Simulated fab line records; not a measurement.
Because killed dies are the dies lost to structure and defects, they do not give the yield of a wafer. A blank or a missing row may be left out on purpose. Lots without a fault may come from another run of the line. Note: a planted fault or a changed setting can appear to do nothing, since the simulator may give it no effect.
fab line records ; flow n5_finfet
record lots=10; wafers=30; last_day=18
route steps=1938 shown BEOL_M4@1062 MIM_BOT_LITHO@1865 MIM_BOT_ETCH@1866 PASSIVATION@1909
lots untouched by any fault: they come from a run of this same line in which no faults occurred
start_h: hours from the record's first day to the start of the lot's first wafer shown ; wait_h: how many hours have passed since the lot's step before this one ; " as in the row above ; L1.1+2: one row covering several wafers at once ; - no value, or no start given ; * or withheld: withheld ; < > ~ a bound
route shown NAME@n: a module of which the file shows steps, and the number in the route of the first ; usual: mean and standard deviation over wafers with no fault ; same: alike in all rows ; chamber/n: place in a boat ; sites: each site's reading ; _std_site: standard deviation across them ; _edge_site: mean of outer sites minus mean of inner sites ; radius_mm: how far each site lies from the wafer's centre ; mask NAME#n: copy n ; behind: the tool/chamber that last shaped the wafer ; hold: why the lot went on hold/how many hours it stayed there/how the hold came to an end ; device: whichever transistor did not switch (one of n, p or np) ; end of line: tests of these same wafers at the route's end ; a step with no rows: only its recipe ; killed: dies that structure and defects cost at the first sort, which is not the same as the wafer's yield ; map: per-die view of a wafer (x killed, . not killed, _ where there is no die)
set.NAME: the run value of the setting; set.NAME@STEP: its run value at that earlier step ; model.NAME: the simulator's own value behind a step, which no gauge read
route steps across a sampled set of lots; one table per step, one row per wafer
services: a tool's chamber out of use, with start hour (start_h, from the record's first day; less than 0 if before it), hours out, and reason
## steps
# step N5_BEOL_M4_ALD_98
# recipe material=SiO2; target_thk_a=25; temp_c=100; ald_precursor_family=BDEAS; ald_co_reactant=O2-plasma; pulse_time_s=1; co_reactant_pulse_time_s=1; purge_time_s=2; co_reactant_purge_time_s=2; ald_cycles=17; pressure_torr=2
# usual heater_power_w=76/7.4; precursor_pulse_height_rel=1.000/0.017; susceptor_temp_C=100.00/0.14
# same co_reactant_pulse_time_s=1
lot.wafer;tool;chamber;start_h;wait_h;heater_power_w;precursor_pulse_height_rel;susceptor_temp_C
L512.1;ald_sin-04;2;154.65;0.1;94;0.990;100.11
L512.3;ald_sin-04;3;154.65;0.1;91;0.996;99.86
L512.6;ald_sin-04;0;154.65;0.1;86;0.998;99.95
L513.1;ald_sin-02;0;167.22;0.1;74;0.987;99.94
L513.4;ald_sin-02;3;167.22;0.1;72;0.999;100.08
L513.5;ald_sin-02;2;167.22;0.1;79;1.024;100.08
L515.1;ald_sin-02;1;190.70;0.8;67;1.020;100.05
L515.2;ald_sin-02;3;190.70;0.8;71;0.998;100.07
L515.4;ald_sin-02;0;190.70;0.8;71;1.000;99.82
L519.1;ald_sin-02;1;198.24;0.2;68;1.002;99.78
L519.3;ald_sin-02;0;198.24;0.2;76;0.985;99.92
L519.6;ald_sin-02;1;198.24;0.2;66;0.969;99.88
L521.3;ald_sin-02;2;202.31;0.1;79;1.005;99.97
L521.4;ald_sin-02;0;202.31;0.1;72;1.008;100.16
L521.5;ald_sin-02;3;202.31;0.1;71;1.015;99.89
L523.2;ald_sin-03;2;226.20;0.1;72;1.001;99.85
L523.5;ald_sin-03;2;226.20;0.1;71;0.997;99.69
L523.6;ald_sin-03;3;226.20;0.1;77;0.999;99.94
L527.2;ald_sin-04;0;249.05;0.1;85;1.011;100.00
L527.4;ald_sin-04;3;249.05;0.1;88;1.008;100.24
L527.6;ald_sin-04;2;249.05;0.1;91;0.982;100.17
L531.1;ald_sin-02;0;281.69;0.1;72;1.011;99.89
L531.3;ald_sin-02;2;281.69;0.1;80;0.989;99.95
L531.4;ald_sin-02;3;281.69;0.1;72;0.975;99.84
L533.2;ald_sin-03;0;286.50;0.1;86;0.999;99.88
L533.4;ald_sin-03;3;286.50;0.1;79;1.008;99.92
L533.5;ald_sin-03;2;286.50;0.1;73;0.977;100.17
L532.1;ald_sin-02;3;297.45;0.1;73;1.029;100.00
L532.3;ald_sin-02;2;297.45;0.1;81;1.027;100.17
L532.6;ald_sin-02;1;297.45;0.1;67;0.971;100.11
# step N5_MIM_BOT_LITHO_DESCUM_10
# recipe chemistry=O2; time_s=7.9; source_power_w=50; bias_power_w=20; pressure_mtorr=20; rf_frequency_hz=2.712e+07; temp_c=40; o2_flow_sccm=225
# usual bias_power_w=20.00/0.059; drypump_motor_current_A=5.7/0.45; oes_product_au=0.82/0.094; rf_vpp_V=243.3/1.7; showerhead_plenum_p_Torr=2.11/0.1; throttle_valve_pct=20.38/0.26
lot.wafer;tool;chamber;start_h;wait_h;bias_power_w;drypump_motor_current_A;oes_product_au;rf_hours_counter_h;rf_vpp_V;showerhead_plenum_p_Torr;throttle_valve_pct
L512.1;rie_diel-05;1;262.88;0.0;20.11;6.6;0.92;40;245.9;2.24;20.62
L512.3;rie_diel-05;3;262.88;0.0;20.03;5.1;0.70;237;242.9;2.06;20.45
L512.6;rie_diel-05;1;262.88;0.0;19.90;6.6;0.92;-;247.3;2.24;20.61
L513.1;rie_diel-06;2;263.98;0.0;20.07;5.6;0.67;241;241.5;1.98;20.59
L513.4;rie_diel-06;3;263.98;0.0;20.04;5.7;0.76;157;245.4;2.18;20.56
L513.5;rie_diel-06;0;263.98;0.0;20.07;6.0;0.74;-;244.5;2.20;20.68
L515.1;rie_diel-05;3;285.89;0.3;20.00;5.1;0.68;246;241.5;2.05;20.47
L515.2;rie_diel-05;0;285.89;0.3;20.04;5.3;0.71;196;241.0;1.89;20.63
L515.4;rie_diel-05;2;285.89;0.3;20.00;5.5;0.91;21;243.5;2.23;20.07
L521.3;rie_diel-06;3;307.90;0.0;19.97;5.7;0.75;176;244.3;2.17;20.58
L521.4;rie_diel-06;0;307.90;0.0;20.02;6.0;0.72;-;243.3;2.19;20.73
L521.5;rie_diel-06;1;307.90;0.0;19.89;5.7;0.87;-;242.4;2.04;20.25
L519.1;rie_diel-06;2;311.09;0.0;20.06;5.6;1.02;0;245.9;2.25;20.13
L519.3;rie_diel-06;0;311.09;0.0;20.02;6.0;0.73;194;244.7;2.19;20.71
L519.6;rie_diel-06;0;311.09;0.0;20.03;6.0;0.73;-;243.3;2.19;20.71
L523.2;rie_diel-01;3;330.23;0.0;20.03;5.3;0.92;17;242.9;2.05;20.08
L523.5;rie_diel-01;3;330.23;0.0;19.87;5.3;0.92;-;242.3;2.05;20.07
L523.6;rie_diel-01;0;330.23;0.0;20.01;5.5;0.74;-;242.3;2.10;20.39
L527.2;rie_diel-05;2;353.54;0.2;19.96;5.4;0.86;46;245.9;2.22;20.12
L527.4;rie_diel-05;0;353.54;0.2;20.05;5.3;0.70;220;239.6;1.88;20.66
L527.6;rie_diel-05;1;353.54;0.2;20.02;6.6;0.87;-;244.8;2.23;20.67
L533.2;rie_diel-01;1;393.34;0.0;19.99;6.1;0.90;16;242.9;2.03;20.28
L533.4;rie_diel-01;2;393.34;0.0;19.87;6.4;0.85;50;243.6;2.12;20.05
L533.5;rie_diel-01;3;393.34;0.0;19.97;5.3;0.88;-;241.9;2.04;20.09
L531.1;rie_diel-01;2;393.98;0.0;19.95;6.3;0.86;50;242.8;2.12;20.02
L531.3;rie_diel-01;3;393.98;0.0;19.94;5.3;0.88;37;241.8;2.04;20.07
L531.4;rie_diel-01;1;393.98;0.0;19.91;6.1;0.92;16;242.5;2.03;20.28
L532.1;rie_diel-06;2;416.92;0.1;20.00;5.5;0.89;31;245.9;2.23;20.17
L532.3;rie_diel-06;3;416.92;0.1;20.01;5.7;0.71;208;243.9;2.16;20.63
L532.6;rie_diel-06;0;416.92;0.1;19.93;6.0;0.69;-;245.1;2.17;20.79
# step N5_MIM_BOT_ETCH_ETCH_04
# recipe chemistry=CF4/O2; target=SiNx; target_depth_a=260; time_s=13; ion_energy_ev=100; pressure_mtorr=40; source_w=535; bias_w=49; Ar_flow_sccm=100; cf4_flow_sccm=100; O2_flow_sccm=10
# usual drypump_motor_current_A=5.7/0.46; mfc_ar_sccm=99.98/0.29; oes_o_777_au=0.82/0.089; oes_product_au=0.82/0.098; rf_vpp_V=241/4.1; showerhead_plenum_p_Torr=2.22/0.095; throttle_valve_pct=15.95/0.25
lot.wafer;tool;chamber;start_h;wait_h;drypump_motor_current_A;mfc_ar_sccm;oes_o_777_au;oes_product_au;rf_hours_counter_h;rf_vpp_V;showerhead_plenum_p_Torr;throttle_valve_pct
L512.1;rie_diel-05;1;262.94;0.0;6.6;99.29;0.91;0.91;40;239;2.35;16.07
L512.3;rie_diel-05;3;262.94;0.0;5.2;99.96;0.69;0.70;237;236;2.18;16.15
L512.6;rie_diel-05;1;262.94;0.0;6.6;99.82;0.92;0.92;-;239;2.35;16.08
L513.1;rie_diel-06;2;264.05;0.0;5.6;99.75;0.70;0.70;241;242;2.09;16.15
L513.4;rie_diel-06;3;264.05;0.0;5.7;99.82;0.75;0.76;157;246;2.30;16.15
L513.5;rie_diel-06;0;264.05;0.0;6.0;100.16;0.78;0.74;-;238;2.28;16.03
L515.1;rie_diel-05;3;285.95;0.0;5.1;99.98;0.69;0.69;246;235;2.18;16.15
L515.2;rie_diel-05;0;285.95;0.0;5.3;100.44;0.71;0.72;196;237;2.02;16.29
L515.4;rie_diel-05;2;285.95;0.0;5.4;100.46;0.91;0.90;21;250;2.34;15.63
L521.3;rie_diel-06;3;307.96;0.0;5.7;99.67;0.74;0.74;176;247;2.29;16.18
L521.4;rie_diel-06;0;307.96;0.0;6.0;99.42;0.75;0.71;-;238;2.27;16.08
L521.5;rie_diel-06;1;307.96;0.0;5.8;99.97;0.85;0.89;-;241;2.18;15.97
L519.1;rie_diel-06;2;311.15;0.0;5.6;100.14;1.03;1.03;0;246;2.34;15.62
L519.3;rie_diel-06;0;311.15;0.0;6.0;99.79;0.75;0.71;194;238;2.27;16.06
L519.6;rie_diel-06;0;311.15;0.0;6.0;100.27;0.75;0.71;-;238;2.27;16.05
L523.2;rie_diel-01;3;330.30;0.0;5.3;100.48;0.92;0.92;17;242;2.17;15.64
L523.5;rie_diel-01;3;330.30;0.0;5.3;100.34;0.91;0.92;-;241;2.16;15.65
L523.6;rie_diel-01;0;330.30;0.0;5.4;100.14;0.76;0.72;-;238;2.20;15.83
L527.2;rie_diel-05;2;353.60;0.0;5.4;100.04;0.86;0.86;46;249;2.33;15.68
L527.4;rie_diel-05;0;353.60;0.0;5.3;99.79;0.69;0.70;220;238;2.01;16.33
L527.6;rie_diel-05;1;353.60;0.0;6.6;99.86;0.87;0.88;-;239;2.34;16.15
L533.2;rie_diel-01;1;393.40;0.0;6.1;100.54;0.86;0.91;16;236;2.17;15.97
L533.4;rie_diel-01;2;393.40;0.0;6.3;99.69;0.85;0.87;50;241;2.23;15.66
L533.5;rie_diel-01;3;393.40;0.0;5.3;100.36;0.87;0.88;-;241;2.16;15.70
L531.1;rie_diel-01;2;394.05;0.0;6.3;100.32;0.86;0.88;50;241;2.23;15.66
L531.3;rie_diel-01;3;394.05;0.0;5.3;100.14;0.88;0.88;37;242;2.16;15.68
L531.4;rie_diel-01;1;394.05;0.0;6.1;99.37;0.86;0.90;16;235;2.17;15.98
L532.1;rie_diel-06;2;416.99;0.0;5.6;99.83;0.92;0.92;31;245;2.33;15.68
L532.3;rie_diel-06;3;416.99;0.0;5.8;100.02;0.71;0.71;208;246;2.28;16.25
L532.6;rie_diel-06;0;416.99;0.0;6.0;100.19;0.73;0.68;-;238;2.26;16.13
# step N5_PASSIVATION_AL_ETCH_33
# recipe chemistry=Cl2/BCl3; target_depth_a=28000; over_etch_frac=0.15; Cl2_flow_sccm=180; bcl3_flow_sccm=60; target=Al; stop_on=TaN; time_s=466.7; ion_energy_ev=100; pressure_mtorr=10; icp_w=900; bias_w=100
# usual drypump_motor_current_A=5.3/0.33; oes_product_au=0.74/0.08; throttle_valve_pct=34.4/0.47
lot.wafer;tool;chamber;start_h;wait_h;drypump_motor_current_A;oes_product_au;rf_hours_counter_h;throttle_valve_pct
L512.1;rie_metal-02;1;266.74;0.1;5.0;0.81;12;34.6
L512.3;rie_metal-02;0;266.74;0.1;5.6;0.75;-;33.6
L512.6;rie_metal-02;1;266.74;0.1;5.0;0.83;-;34.6
L513.1;rie_metal-03;0;267.20;0.1;5.4;0.64;68;34.8
L513.4;rie_metal-03;1;267.20;0.1;4.9;0.82;-;34.9
L513.5;rie_metal-03;1;267.20;0.1;4.9;0.81;-;34.9
L515.1;rie_metal-02;1;289.43;0.1;5.0;0.83;14;34.6
L515.2;rie_metal-02;0;289.43;0.1;5.6;0.74;27;33.6
L515.4;rie_metal-02;0;289.43;0.1;5.6;0.74;-;33.6
L521.3;rie_metal-02;1;312.51;0.2;5.0;0.81;-;34.6
L521.4;rie_metal-02;0;312.51;0.2;5.6;0.73;-;33.6
L521.5;rie_metal-02;0;312.51;0.2;5.6;0.73;-;33.6
L519.1;rie_metal-02;1;316.24;0.1;5.0;0.80;17;34.6
L519.3;rie_metal-02;0;316.24;0.1;5.6;0.72;-;33.6
L519.6;rie_metal-02;0;316.24;0.1;5.6;0.74;-;33.6
L523.2;rie_metal-02;1;336.51;0.1;5.0;0.80;19;34.6
L523.5;rie_metal-02;0;336.51;0.1;5.6;0.73;-;33.6
L523.6;rie_metal-02;1;336.51;0.1;5.0;0.80;-;34.6
L527.2;rie_metal-01;0;356.72;0.1;5.9;0.88;3;34.5
L527.4;rie_metal-01;0;356.72;0.1;5.9;0.88;-;34.5
L527.6;rie_metal-01;0;356.72;0.1;5.8;0.89;-;34.5
L533.2;rie_metal-03;0;398.98;0.1;5.4;0.62;77;34.8
L533.4;rie_metal-03;1;398.98;0.1;4.9;0.79;-;34.9
L533.5;rie_metal-03;1;398.98;0.1;4.9;0.79;-;34.9
L531.1;rie_metal-01;1;400.80;0.1;5.2;0.69;40;34.0
L531.3;rie_metal-01;0;400.80;0.1;5.9;0.85;-;34.5
L531.4;rie_metal-01;1;400.80;0.1;5.2;0.69;-;34.0
L532.1;rie_metal-02;1;420.70;0.1;5.0;0.78;25;34.6
L532.3;rie_metal-02;1;420.70;0.1;5.0;0.78;-;34.6
L532.6;rie_metal-02;0;420.70;0.1;5.6;0.71;-;33.6
# step N5_PASSIVATION_PROBE_49
# usual defect_limited_yield=90.9/1.5; killed_at_M0_to_M3=35/10; killed_at_M4_up=14/5.2; killed_at_contacts=13/7.3; killed_at_front_end=42/12; killed_at_other=3.4/2.5; killed_dies=108/18; killed_open=70/13; killed_short=35/8; sort_bin_4_leakage=0.00/0.007; sort_bin_5_function=5.4/1; sort_bin_6_memory=3.4/0.71; sort_n_pass=1072/18; sort_yield_pct=90.9/1.5
# same gross_dies=1180; killed_at_back_side=0; sort_bin_8_speed[%]=0
lot.wafer;tool;chamber;start_h;wait_h;defect_limited_yield[%];killed_at_M0_to_M3;killed_at_M4_up;killed_at_contacts;killed_at_front_end;killed_at_other;killed_dies;killed_open;killed_short;sort_bin_4_leakage[%];sort_bin_5_function[%];sort_bin_6_memory[%];sort_n_pass;sort_yield_pct[%]
L515.1;prober-02;-;294.98;0.0;91.2;61;15;7;21;0;104;62;40;0;5.2;3.3;1076;91.2
L515.2;prober-02;-;295.03;0.1;91.6;35;11;11;37;5;99;57;37;0;5.3;2.5;1081;91.6
L515.4;prober-02;-;295.13;0.2;93.2;23;18;3;36;0;80;61;15;0;4.1;2.6;1100;93.2
L521.3;prober-01;-;317.58;0.1;78.2;36;144;18;55;4;257;74;40;0;12.7;5.4;923;78.2
L521.4;prober-01;-;317.63;0.2;91.4;34;13;15;39;1;102;61;39;0;5.0;3.2;1078;91.4
L521.5;prober-01;-;317.68;0.2;89.2;43;13;20;51;1;128;83;39;0;5.3;4.7;1052;89.2
L527.2;prober-02;-;361.47;0.1;93.1;31;10;8;31;1;81;61;20;0;3.5;3.2;1099;93.1
L527.4;prober-02;-;361.57;0.2;88.2;41;14;10;68;6;139;98;40;0;7.0;4.4;1041;88.2
L527.6;prober-02;-;361.67;0.3;90.7;30;16;18;43;3;110;77;32;0;4.9;3.7;1070;90.7
# killed by level:class
L515.1 BEOL_M0_SAQP:geometric_particle:short=21 BEOL_M0_SAQP:geometric_particle:open=17 BEOL_M2:geometric_particle:open=11 MOL_CONTACT_COAG:geometric_particle:open=7 GATE_CUT:geometric_particle:open=5 BEOL_M4:geometric_particle:open=5 FIN_SAQP:geometric_particle:short=4 BEOL_M2:geometric_particle:short=4
L515.2 BEOL_M0_SAQP:geometric_particle:short=13 BEOL_M0_SAQP:geometric_particle:open=9 MOL_CONTACT_COAG:geometric_particle:open=8 FIN_SAQP:geometric_particle:open=7 FIN_SAQP:geometric_particle:short=6 GATE_CUT:geometric_particle:open=5 GATE_CUT:geometric_particle:short=5 STI_FIN_REVEAL:geometric_particle:open=4
L515.4 FIN_SAQP:geometric_particle:open=11 BEOL_M0_SAQP:geometric_particle:open=8 BEOL_M4:geometric_particle:open=8 STI_FIN_REVEAL:geometric_particle:open=5 BEOL_M2:geometric_particle:open=5 STARTING-WAFER:geometric_particle:open=5 FIN_SAQP:geometric_particle:short=4 DUMMY_GATE:geometric_particle:open=4
L521.3 BEOL_M4:unspecified=137 STI_FIN_REVEAL:geometric_particle:open=25 MOL_CONTACT_COAG:geometric_particle:open=13 BEOL_M0_SAQP:geometric_particle:short=11 GATE_CUT:geometric_particle:short=8 FIN_SAQP:geometric_particle:open=6 BEOL_M3:geometric_particle:open=6 MOL_CONTACT_COAG:geometric_particle:short=5
L521.4 MOL_CONTACT_COAG:geometric_particle:open=13 BEOL_M0_SAQP:geometric_particle:short=10 BEOL_M0_SAQP:geometric_particle:open=9 STI_FIN_REVEAL:geometric_particle:open=6 GATE_CUT:geometric_particle:short=6 FIN_SAQP:geometric_particle:open=5 STI_FIN_REVEAL:geometric_particle:short=4 BEOL_M1:geometric_particle:open=4
L521.5 MOL_CONTACT_COAG:geometric_particle:open=18 BEOL_M0_SAQP:geometric_particle:short=14 BEOL_M0_SAQP:geometric_particle:open=13 STI_FIN_REVEAL:geometric_particle:open=12 GATE_CUT:geometric_particle:short=8 FIN_SAQP:geometric_particle:open=6 STARTING-WAFER:geometric_particle:open=6 BEOL_M3:geometric_particle:open=6
L527.2 BEOL_M2:geometric_particle:open=15 FIN_SAQP:geometric_particle:short=6 STI_FIN_REVEAL:geometric_particle:open=6 MOL_CONTACT_COAG:geometric_particle:open=6 FIN_SAQP:geometric_particle:open=5 BEOL_M3:geometric_particle:open=5 STARTING-WAFER:geometric_particle:open=4 BEOL_M4:geometric_particle:open=4
L527.4 FIN_SAQP:geometric_particle:open=15 BEOL_M0_SAQP:geometric_particle:open=13 BEOL_M0_SAQP:geometric_particle:short=13 STI_FIN_REVEAL:geometric_particle:open=11 FIN_SAQP:geometric_particle:short=10 DUMMY_GATE:geometric_particle:open=10 MOL_CONTACT_COAG:geometric_particle:open=9 GATE_CUT:geometric_particle:short=6
L527.6 STI_FIN_REVEAL:geometric_particle:open=13 MOL_CONTACT_COAG:geometric_particle:open=13 BEOL_M0_SAQP:geometric_particle:open=10 FIN_SAQP:geometric_particle:open=9 BEOL_M4:geometric_particle:open=8 FIN_SAQP:geometric_particle:short=6 BEOL_M0_SAQP:geometric_particle:short=6 MOL_CONTACT_COAG:geometric_particle:short=5
## services
tool;chamber;start_h;hours;kind
rie_metal-02;-;138.51;4.3;pm
rie_diel-06;3;159.99;6.8;repair
ald_sin-04;-;176.75;14.0;pm
rie_diel-06;1;211.69;-;clean
rie_diel-06;1;211.69;-;consumable_replace:focus_ring
ald_sin-04;3;217.49;9.3;repair
rie_diel-05;1;221.26;6.6;repair
rie_metal-03;0;234.74;7.5;repair
rie_diel-01;2;252.91;7.8;repair
ald_sin-02;1;253.99;2.6;repair
ald_sin-04;0;288.93;10.3;repair
ald_sin-03;0;305.04;9.7;repair
rie_diel-06;3;309.61;11.3;repair
rie_diel-01;3;331.39;3.3;repair
rie_metal-01;1;343.94;10.0;repair
rie_diel-06;2;357.44;6.5;repair
rie_metal-02;-;360.43;0.4;repair
ald_sin-02;-;360.95;2.8;pm
ald_sin-04;1;367.81;4.7;repair
rie_diel-05;3;367.90;10.7;repair
ald_sin-03;-;374.01;14.0;pm
rie_metal-02;-;404.08;1.2;repair
rie_metal-01;0;406.80;8.3;repair
ald_sin-03;3;409.63;3.1;repair
## key
first_sign step=N5_PASSIVATION_PROBE_49; reading=killed_at_M4_up; direction=up; sigmas=25; usual=14; struck=144
effect step=N5_PASSIVATION_PROBE_49; reading=defect_limited_yield; direction=down; sigmas=8.3; usual=90.9; struck=78.2
more_kills_born_at N5_BEOL_M4_ALD_98@ald_sin-02=137
met_at N5_BEOL_M4_ALD_98
struck_lots L521
struck_wafers L521.3
not_acting_at N5_MIM_BOT_LITHO_DESCUM_10,N5_MIM_BOT_ETCH_ETCH_04,N5_PASSIVATION_AL_ETCH_33
fault kind=chamber_particle_source; tool=ald_sin-02; chamber=2; onset_h=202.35; steps=N5_BEOL_M4_ALD_98; rate_per_visit_cm2=1.3798; end_h=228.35
